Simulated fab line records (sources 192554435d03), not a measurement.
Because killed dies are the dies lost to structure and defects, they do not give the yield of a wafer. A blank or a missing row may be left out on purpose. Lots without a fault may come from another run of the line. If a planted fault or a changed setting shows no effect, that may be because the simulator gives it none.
Chamber matching ; flow n5_finfet ; N5_GATE_CUT_HM_OPEN_40 on rie_diel-05: 4 sister chambers
The step chemistry C4F6/O2, target SiO2, target depth 139 nm, time 85.1 s. 20 wafers are shown with their chamber, then 10 later ones without.

## EACH WAFER AND ITS CHAMBER
wafer;chamber;drypump_motor_current_A (A);throttle_valve_pct (%);rf_vpp_V (V)
L074.2;0;5.77;20.87;654
L074.3;2;5.67;21.26;648
L074.5;0;5.81;20.89;653
L075.3;1;5.18;21.12;670
L075.4;3;5.77;20.51;667
L075.6;0;5.80;20.89;653
L076.1;1;5.19;21.13;669
L076.5;1;5.19;21.14;670
L076.6;0;5.80;20.89;652
L077.1;0;5.83;20.88;653
L077.2;3;5.75;20.52;668
L077.5;0;5.79;20.90;654
L078.2;1;5.17;21.15;670
L078.3;0;5.80;20.91;653
L078.6;1;5.17;21.13;670
L086.1;1;5.21;21.15;670
L086.2;2;5.68;21.30;648
L086.4;3;5.76;20.54;666
L092.3;2;5.67;21.29;648
L092.4;1;5.20;21.18;671

SIGNATURES (means of the wafers above)
reading;chamber 0;chamber 1;chamber 2;chamber 3;scatter within a chamber
drypump_motor_current_A;5.8000;5.1871;5.6733;5.7600;0.015
throttle_valve_pct;20.8900;21.1429;21.2833;20.5233;0.0171
rf_vpp_V;653.14;670.00;648.00;667.00;0.655
Rule: distance of a wafer from a chamber = root of the sum over the readings of ((wafer's reading minus chamber's mean) / reading's scatter) squared. The wafer belongs to the nearest chamber; if the next one is less than 2 further off, it can't be placed. The scatter: the root of (the sum of the squares of (reading less its chamber's mean) over the shown wafers, divided by (wafers less chambers)).

## WAFERS MISSING THEIR CHAMBER
wafer;drypump_motor_current_A (A);throttle_valve_pct (%);rf_vpp_V (V)
L092.5;5.18;21.15;670
L094.1;5.79;20.93;652
L094.2;5.74;20.56;666
L094.3;5.68;21.31;649
L094.4;5.15;21.18;669
L094.5;5.77;20.55;667
L094.6;5.80;20.94;653
L096.3;5.15;21.17;669
L096.5;5.18;21.18;670
L096.6;5.78;20.95;652

## EACH ONE'S CHAMBER
wafer;from the rows above;in truth
L092.5;1;1
L094.1;0;0
L094.2;3;3
L094.3;2;2
L094.4;1;1
L094.5;3;3
L094.6;0;0
L096.3;1;1
L096.5;1;1
L096.6;0;0
10 of 10 placed correctly. Can't be placed from these rows: 0. Number placed wrongly: 0.
